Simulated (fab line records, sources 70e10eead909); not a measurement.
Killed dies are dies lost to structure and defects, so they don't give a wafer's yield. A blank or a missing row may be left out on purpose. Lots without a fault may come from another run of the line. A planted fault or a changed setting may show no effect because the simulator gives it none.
fab line records | flow nand_harc | part 1 of 2: steps 1 to 4 of 6
record lots=24 wafers=72 last_day=34
route steps=1302 shown P_GATE@149 P_M1@303
lots that met no fault: from a run of the same line without faults
start_h: hours from the record's first day to the start of the lot's first wafer shown | wait_h: hours since the lot's step before | " the same as in the row above | L1.1+2: a row that stands for several wafers | - no value, or no start given | * or withheld: withheld | < > ~ a bound
route shown NAME@n: a module of which the file shows steps, and the number in the route of the first | usual: mean/standard deviation of fault-free wafers | same: alike in all rows | chamber/n: place in a boat | sites: the reading at each site | _std_site: their standard deviation | _edge_site: outer sites' mean less inner sites' | radius_mm: how far each site lies from the wafer's centre | mask NAME#n: copy n | behind: the tool/chamber that last shaped the wafer | hold: why the lot was held/for how many hours/how that ended | device: the transistor (n, p or np) that didn't switch | end of line: the same wafers' tests at the end of the route | a step without rows: its recipe alone | killed: dies lost to structure and defects at the first sort, not the wafer's yield | map: a wafer's dies, x killed, . not, _ none there
set.NAME: the setting as run; set.NAME@STEP: as run at that earlier step | model.NAME: the simulator's own value behind a step, which no gauge read
steps of the route over a sample of lots; a table a step, a row a wafer
services: from which hour (start_h, from the record's first day; less than 0 if before it) a tool's chamber was out of use, for how many hours, and why
## steps
# step NHARC_P_GATE_ETCH_32
# recipe target_depth_a=1500 over_etch_frac=1 over_etch_ion_energy_ev=40 time_s=100.1 hbr_flow_sccm=150 cl2_flow_sccm=50 rf_w=400 icp_w=400 bias_w=100 chemistry=HBr/Cl2
# usual drypump_motor_current_A=5.6/0.51 oes_product_au=1.004/0.013 throttle_valve_pct=26.405/0.0087
# columns lot.wafer tool chamber start_h wait_h drypump_motor_current_A oes_product_au rf_hours_counter_h throttle_valve_pct
L074.1 rie_si-01 1 103.74 - 6.6 1.001 0.4 26.400
L074.3 " 3 " " 5.3 1.021 0.4 26.407
L074.6 " 1 " " 6.6 0.996 - 26.406
L075.2 rie_si-06 3 107.70 - 5.1 0.993 0.2 26.414
L075.1 " 0 " " 4.8 1.018 0.2 26.395
L075.5 " 2 " " 5.6 1.017 - 26.411
L076.3 rie_si-01 2 125.05 - 6.1 1.002 0.5 26.403
L076.2 " 3 " " 5.3 1.028 0.5 26.413
L076.5 " 1 " " 6.6 1.009 - 26.394
L077.2 rie_si-06 0 125.57 - 4.8 1.017 0.3 26.402
L077.1 " 1 " " 5.4 0.983 0.3 26.390
L077.3 " 3 " " 5.1 0.991 0.3 26.403
L079.3 rie_si-06 2 146.86 - 5.6 1.025 0.4 26.409
L079.5 " 1 " " 5.4 0.986 - 26.403
L079.6 " 2 " " 5.6 1.024 - 26.395
L078.4 rie_si-02 2 147.14 - 5.9 0.991 0.2 26.406
L078.2 " 0 " " 5.7 1.005 0.1 26.405
L078.6 " 2 " " 6.0 0.989 - 26.398
L080.3 rie_si-01 0 155.94 - 6.6 1.001 0.7 26.411
L080.1 " 3 " " 5.3 1.022 0.7 26.404
L080.6 " 0 " " 6.7 0.995 - 26.398
L081.2 rie_si-06 3 170.13 - 5.2 0.993 0.5 26.410
L081.4 " 0 " " 4.8 1.008 0.6 26.418
L081.5 " 3 " " 5.2 0.983 - 26.418
L082.2 rie_si-01 3 174.61 - 5.3 1.015 0.8 26.394
L082.4 " 0 " " 6.7 1.012 0.9 26.407
L082.6 " 3 " " 5.3 1.025 - 26.418
L083.4 rie_si-02 0 186.97 - 5.7 0.997 0.3 26.421
L083.3 " 1 " " 5.4 1.018 0.4 26.404
L083.1 " 3 " " 6.2 1.011 0.4 26.395
L084.3 rie_si-06 2 198.32 - 5.6 1.021 0.8 26.416
L084.5 " 0 " " 4.9 1.011 - 26.395
L084.6 " 1 " " 5.4 0.981 - 26.400
L085.1 rie_si-06 3 209.27 - 5.2 0.993 0.7 26.408
L085.6 " 2 " " 5.7 1.018 - 26.414
L085.5 " 3 " " 5.2 1.001 - 26.415
L086.1 rie_si-06 3 214.93 - 5.1 1.004 0.8 26.396
L086.6 " 1 " " 5.4 0.994 - 26.384
L086.5 " 2 " " 5.6 1.016 - 26.398
L087.3 rie_si-02 3 226.15 - 6.2 1.022 0.6 26.419
L087.1 " 1 " " 5.5 1.006 0.6 26.421
L087.6 " 3 " " 6.2 1.007 - 26.398
L089.3 rie_si-06 1 241.93 - 5.4 1.000 1.2 26.405
L089.5 " 1 " " 5.4 0.994 - 26.428
L089.6 " 2 " " 5.7 1.018 - 26.419
L088.4 rie_si-01 0 242.78 - 6.6 0.993 - 26.397
L088.6 " 2 " " 6.0 1.025 - 26.416
L088.5 " 3 " " 5.3 1.008 - 26.408
L090.2 rie_si-02 0 266.24 - 5.7 0.996 0.9 26.388
L090.4 " 1 " " 5.5 1.009 0.8 26.395
L090.3 " 2 " " 6.0 0.991 0.8 26.402
L091.3 rie_si-06 0 266.93 - 4.8 1.020 0.1 26.401
L091.6 " 2 " " 5.6 1.017 - 26.411
L091.5 " 3 " " 5.1 0.989 - 26.394
L092.3 rie_si-06 2 274.22 - 5.6 1.039 0.1 26.403
L092.6 " 1 " " 5.4 1.003 - 26.416
L092.5 " 2 " " 5.6 1.028 - 26.403
L093.3 rie_si-06 3 289.01 - 5.2 1.000 0.2 26.410
L093.1 " 0 " " 4.8 1.021 0.2 26.398
L093.6 " 3 " " 5.2 0.993 - 26.404
L094.4 rie_si-06 2 293.57 - 5.7 1.023 0.3 26.408
L094.2 " 0 " " 4.8 1.017 0.2 26.415
L094.6 " 2 " " 5.6 1.024 - 26.409
L095.3 rie_si-02 0 317.42 - 5.7 0.991 0.2 26.410
L095.2 " 1 " " 5.4 1.005 0.1 26.411
L095.5 " 3 " " 6.2 0.999 - 26.400
L096.3 rie_si-01 2 320.15 - 6.0 1.011 0.8 26.408
L096.1 " 3 " " 5.3 1.011 0.8 26.392
L096.2 " 1 " " 6.6 0.996 0.3 26.397
L097.2 rie_si-02 3 330.90 - 6.2 1.015 0.3 26.427
L097.4 " 0 " " 5.7 0.989 0.3 26.403
L097.6 " 2 " " 6.0 1.003 - 26.411
# step NHARC_P_GATE_DESCUM_48
# recipe time_s=3 o2_flow_sccm=200 ar_flow_sccm=0 bias_power_w=0 chemistry=O2
# usual drypump_motor_current_A=5.7/0.35 o2_flow_sccm=200.0/0.58 oes_product_au=1.001/0.016 rf_vpp_V=57.7/0.87 showerhead_plenum_p_Torr=1.93/0.085 throttle_valve_pct=11.311/0.0089
# columns lot.wafer tool chamber start_h wait_h drypump_motor_current_A o2_flow_sccm oes_product_au rf_hours_counter_h rf_vpp_V showerhead_plenum_p_Torr throttle_valve_pct
L074.1 rie_diel-01 3 115.08 - 5.8 199.7 1.031 6.4 58.1 1.97 11.297
L074.3 " 2 " " 5.5 200.1 1.003 6.2 56.9 1.93 11.298
L074.6 " 0 " " 5.8 200.2 1.006 - 59.5 2.04 11.318
L075.2 rie_diel-02 0 120.96 - 5.7 200.8 1.000 2.5 58.6 1.82 11.311
L075.1 " 3 " " 5.9 199.2 1.009 2.2 58.0 1.78 11.321
L075.5 " 0 " " 5.7 200.2 0.997 - 56.8 1.82 11.311
L076.2 rie_diel-02 3 136.44 - 5.9 200.0 1.007 2.9 56.6 1.78 11.320
L076.3 " 0 " " 5.7 200.5 1.010 3.2 58.7 1.82 11.300
L076.5 " 0 " " 5.7 200.3 1.006 - 58.1 1.82 11.330
L077.3 rie_diel-01 1 137.03 - 6.3 200.4 1.021 6.5 58.6 1.97 11.310
L077.2 " 2 " " 5.5 200.3 0.994 7.8 58.1 1.93 11.309
L077.1 " 3 " " 5.8 200.0 1.021 8.2 57.3 1.97 11.321
L079.3 rie_diel-02 2 158.39 - 5.7 201.5 0.986 4.5 58.2 2.00 11.309
L079.5 " 3 " " 5.8 200.1 1.011 - 57.8 1.78 11.322
L079.6 " 0 " " 5.7 199.6 1.004 - 57.9 1.82 11.311
L078.4 rie_diel-01 3 158.58 - 5.8 200.0 1.012 9.5 58.2 1.97 11.306
L078.2 " 1 " " 6.3 200.1 1.022 7.3 58.2 1.97 11.304
L078.6 " 0 " " 5.8 200.8 1.001 - 57.5 2.04 11.295
L080.3 rie_diel-01 1 169.37 - 6.4 199.7 1.022 7.7 59.1 1.97 11.321
L080.1 " 2 " " 5.5 200.1 0.990 9.0 57.0 1.93 11.300
L080.6 " 2 " " 5.4 200.0 0.991 - 56.7 1.93 11.324
L081.4 rie_diel-01 2 181.60 - 5.5 200.3 0.996 9.3 56.8 1.93 11.313
L081.2 " 3 " " 5.8 200.5 1.013 10.0 56.9 1.97 11.294
L081.5 " 2 " " 5.5 200.7 0.999 - 58.6 1.93 11.314
L082.2 rie_diel-08 3 188.28 - 5.4 199.3 1.017 10.0 57.8 2.04 11.305
L082.4 " 2 " " 5.2 199.9 1.010 7.4 56.6 1.94 11.315
L082.6 " 3 " " 5.4 199.0 1.018 - 57.7 2.04 11.298
L083.3 rie_diel-02 2 198.49 - 5.7 200.0 0.983 5.8 57.8 2.00 11.313
L083.4 " 3 " " 5.9 200.0 0.995 5.4 55.4 1.78 11.302
L083.1 " 0 " " 5.7 199.2 1.005 5.5 55.5 1.82 11.311
L084.3 rie_diel-08 1 209.90 - 6.3 200.4 0.989 0.7 58.6 1.93 11.327
L084.6 " 1 " " 6.3 199.5 0.989 - 58.0 1.93 11.321
L084.5 " 2 " " 5.2 200.0 1.026 - 57.3 1.94 11.318
L085.1 rie_diel-08 0 222.86 - 5.1 199.3 0.974 1.4 59.4 1.97 11.314
L085.6 " 0 " " 5.1 198.5 0.977 - 57.7 1.97 11.309
L085.5 " 1 " " 6.3 199.6 0.984 - 57.1 1.93 11.292
L086.1 rie_diel-01 0 226.46 - 5.8 200.7 1.012 0.7 59.4 2.04 11.306
L086.6 " 2 " " 5.5 200.4 0.964 - 57.1 1.93 11.307
L086.5 " 3 " " 5.8 200.6 1.001 - 56.8 1.97 11.314
L087.3 rie_diel-08 2 237.69 - 5.2 200.1 1.034 3.9 58.1 1.94 11.302
L087.1 " 3 " " 5.4 200.2 1.035 3.7 58.4 2.04 11.301
L087.6 " 3 " " 5.4 200.2 1.034 - 59.2 2.04 11.315
L088.4 rie_diel-02 3 254.33 - 5.9 199.1 0.995 0.8 58.7 1.78 11.324
L088.5 " 2 " " 5.7 199.3 0.997 - 58.1 2.00 11.307
L088.6 " 3 " " 5.9 199.3 0.998 - 58.1 1.78 11.314
L089.3 rie_diel-02 0 255.66 - 5.7 200.4 0.984 0.7 56.9 1.82 11.308
L089.5 " 0 " " 5.7 199.2 0.978 - 57.3 1.82 11.298
L089.6 " 1 " " 5.3 200.4 1.002 - 56.1 1.80 11.312
L090.2 rie_diel-08 1 277.82 - 6.3 201.3 1.009 5.6 56.6 1.93 11.325
L090.4 " 2 " " 5.2 200.3 1.033 6.0 58.1 1.94 11.308
L090.3 " 3 " " 5.4 200.2 1.031 5.3 58.9 2.04 11.302
L091.3 rie_diel-02 1 278.40 - 5.3 198.9 0.999 1.8 57.3 1.80 11.317
L091.5 " 1 " " 5.3 199.5 0.997 - 58.3 1.80 11.316
L091.6 " 2 " " 5.7 199.9 0.985 - 59.5 2.00 11.320
L092.3 rie_diel-02 2 285.63 - 5.7 199.7 0.992 1.7 58.8 2.00 11.309
L092.5 " 1 " " 5.3 200.0 1.001 - 56.3 1.80 11.308
L092.6 " 2 " " 5.6 199.6 0.992 - 58.3 2.00 11.308
L093.3 rie_diel-08 3 300.62 - 5.4 200.6 1.033 6.7 58.5 2.04 11.305
L093.1 " 0 " " 5.1 199.7 0.980 6.6 57.6 1.97 11.305
L093.6 " 1 " " 6.3 201.3 1.006 - 56.5 1.93 11.310
L094.2 rie_diel-01 0 305.10 - 5.8 198.8 0.986 6.0 59.4 2.04 11.310
L094.4 " 1 " " 6.3 199.6 1.015 4.7 58.9 1.97 11.310
L094.6 " 2 " " 5.5 200.0 0.970 - 59.3 1.93 11.305
L095.3 rie_diel-01 2 328.90 - 5.5 199.8 0.974 7.3 57.6 1.93 11.307
L095.2 " 0 " " 5.8 200.6 1.004 8.0 58.9 2.04 11.318
L095.5 " 2 " " 5.5 201.0 0.980 - 56.9 1.93 11.305
L096.2 rie_diel-02 2 331.40 - 5.7 199.7 0.999 3.4 57.0 2.00 11.326
L096.3 " 3 " " 5.9 199.9 1.007 3.8 58.0 1.78 11.312
L096.1 " 1 " " 5.3 200.2 0.994 3.6 56.5 1.80 11.295
L097.2 rie_diel-01 0 342.51 - 5.8 200.4 0.999 9.1 58.4 2.04 11.296
L097.6 " 3 " " 5.8 200.7 0.996 - 58.0 1.97 11.314
L097.4 " 2 " " 5.4 200.0 0.970 - 57.3 1.93 11.305
# step NHARC_P_GATE_STRIP_112
# recipe power_w=1500 temp_c=110 time_s=200 chemistry=N2/H2
# usual drypump_motor_current_A=5.81/0.28 heater_power_w=91/14
# columns lot.wafer tool chamber start_h wait_h drypump_motor_current_A heater_power_w rf_hours_counter_h
L074.1 plasma_asher-01 1 117.12 0.2 5.95 99 25
L074.3 " 0 " " 5.38 94 -
L074.6 " 1 " " 5.95 102 -
L075.1 plasma_asher-01 1 123.16 0.2 5.93 102 26
L075.2 " 0 " " 5.36 92 26
L075.5 " 1 " " 5.92 101 -
L076.2 plasma_asher-01 0 138.66 0.2 5.39 91 30
L076.3 " 0 " " 5.38 93 -
L076.5 " 0 " " 5.39 91 -
L077.2 plasma_asher-01 0 139.14 0.2 5.39 91 30
L077.1 " 1 " " 5.98 100 30
L077.3 " 1 " " 5.96 98 -
L079.3 plasma_asher-01 0 160.56 0.2 5.38 90 -
L079.6 " 0 " " 5.35 92 -
L079.5 " 1 " " 5.96 100 -
L078.2 plasma_asher-02 0 160.76 0.2 6.00 65 15
L078.4 " 1 " " 6.06 101 -
L078.6 " 1 " " 6.05 98 -
L080.1 plasma_asher-02 1 171.65 0.2 6.03 102 19
L080.3 " 1 " " 6.04 100 -
L080.6 " 0 " " 6.01 65 -
L081.2 plasma_asher-02 1 183.60 0.2 6.04 103 21
L081.4 " 0 " " 6.00 64 -
L081.5 " 1 " " 6.03 102 -
L082.2 plasma_asher-01 0 190.40 0.2 5.37 95 4
L082.4 " 0 " " 5.37 96 -
L082.6 " 0 " " 5.37 94 -
L083.1 plasma_asher-02 0 200.62 0.2 5.98 65 24
L083.3 " 0 " " 5.98 65 -
L083.4 " 1 " " 6.03 103 -
L084.3 plasma_asher-02 0 212.19 0.3 6.01 66 -
L084.6 " 1 " " 6.05 100 -
L084.5 " 0 " " 5.99 62 -
L085.1 plasma_asher-01 0 224.87 0.2 5.39 95 9
L085.6 " 0 " " 5.39 96 -
L085.5 " 1 " " 5.94 103 -
L086.1 plasma_asher-01 0 230.61 0.2 5.38 93 11
L086.5 " 0 " " 5.34 94 -
L086.6 " 1 " " 5.95 105 -
L087.1 plasma_asher-01 1 239.83 0.2 5.94 103 13
L087.3 " 1 " " 5.94 102 -
L087.6 " 1 " " 5.96 102 -
L088.4 plasma_asher-01 0 256.53 0.3 5.39 92 -
L088.6 " 1 " " 5.94 104 -
L088.5 " 0 " " 5.39 93 -
L089.3 plasma_asher-01 1 257.79 0.3 5.95 104 -
L089.6 " 0 " " 5.37 94 -
L089.5 " 1 " " 5.94 103 -
L090.2 plasma_asher-02 1 279.98 0.2 6.05 100 3
L090.3 " 0 " " 6.00 64 -
L090.4 " 1 " " 6.06 98 -
L091.3 plasma_asher-01 0 280.61 0.2 5.36 93 -
L091.5 " 0 " " 5.39 94 -
L091.6 " 1 " " 5.97 99 -
L092.3 plasma_asher-02 1 287.88 0.3 6.03 97 -
L092.6 " 0 " " 5.99 65 -
L092.5 " 1 " " 6.04 99 -
L093.1 plasma_asher-01 0 302.78 0.2 5.41 93 26
L093.3 " 0 " " 5.40 96 -
L093.6 " 1 " " 5.98 104 -
L094.2 plasma_asher-02 0 307.35 0.3 6.02 66 10
L094.4 " 0 " " 6.01 62 -
L094.6 " 1 " " 6.04 97 -
L095.2 plasma_asher-01 0 331.05 0.2 5.40 94 32
L095.3 " 1 " " 5.95 102 -
L095.5 " 0 " " 5.41 95 -
L096.1 plasma_asher-02 0 333.65 0.2 5.99 63 15
L096.2 " 1 " " 6.05 99 15
L096.3 " 0 " " 6.00 62 -
L097.2 plasma_asher-02 1 344.64 0.2 6.04 101 17
L097.4 " 1 " " 6.05 99 -
L097.6 " 1 " " 6.04 96 -
# step NHARC_P_GATE_DEGAS_109
# recipe temp_c=300 time_s=60
# usual heater_power_w=487/48
# columns lot.wafer tool chamber start_h wait_h heater_power_w
L074.1 pvd_sputter-02 - 120.25 0.1 568
L074.3 " - " " 488
L074.6 " - " " 465
L075.1 pvd_sputter-03 - 126.54 0.1 405
L075.2 " - " " 474
L075.5 " - " " 440
L076.2 pvd_sputter-03 - 141.91 0.1 475
L076.3 " - " " 436
L076.5 " - " " 433
L077.2 pvd_sputter-02 - 142.69 0.1 479
L077.1 " - " " 567
L077.3 " - " " 477
L079.3 pvd_sputter-01 - 163.67 0.1 454
L079.5 " - " " 463
L079.6 " - " " 466
L078.2 pvd_sputter-02 - 164.21 0.1 469
L078.4 " - " " 572
L078.6 " - " " 559
L080.1 pvd_sputter-01 - 174.81 0.1 454
L080.3 " - " " 448
L080.6 " - " " 539
L081.2 pvd_sputter-02 - 186.77 0.1 571
L081.4 " - " " 574
L081.5 " - " " 543
L082.4 pvd_sputter-01 - 193.71 0.1 555
L082.2 " - " " 457
L082.6 " - " " 538
L083.3 pvd_sputter-03 - 203.95 0.1 468
L083.4 " - " " 410
L083.1 " - " " 501
L084.3 pvd_sputter-01 - 215.38 0.1 554
L084.5 " - " " 545
L084.6 " - " " 541
L085.1 pvd_sputter-03 - 228.16 0.1 418
L085.5 " - " " 415
L085.6 " - " " 491
L086.1 pvd_sputter-02 - 233.80 0.1 573
L086.6 " - " " 577
L086.5 " - " " 468
L087.3 pvd_sputter-01 - 243.26 0.1 460
L087.1 " - " " 522
L087.6 " - " " 464
L088.4 pvd_sputter-02 - 259.59 0.1 578
L088.5 " - " " 471
L088.6 " - " " 559
L089.3 pvd_sputter-03 - 260.96 0.1 437
L089.6 " - " " 492
L089.5 " - " " 442
L090.2 pvd_sputter-03 - 283.14 0.1 436
L090.4 " - " " 456
L090.3 " - " " 497
L091.3 pvd_sputter-01 - 283.72 0.1 454
L091.6 " - " " 466
L091.5 " - " " 526
L092.3 pvd_sputter-01 - 291.04 0.1 464
L092.6 " - " " 538
L092.5 " - " " 469
L093.3 pvd_sputter-03 - 306.10 0.1 423
L093.1 " - " " 436
L093.6 " - " " 416
L094.2 pvd_sputter-03 - 310.59 0.1 414
L094.4 " - " " 490
L094.6 " - " " 490
L095.3 pvd_sputter-03 - 334.30 0.1 500
L095.2 " - " " 441
L095.5 " - " " 399
L096.3 pvd_sputter-01 - 337.01 0.1 537
L096.1 " - " " 531
L096.2 " - " " 459
L097.4 pvd_sputter-02 - 347.90 0.1 549
L097.2 " - " " 471
L097.6 " - " " 483
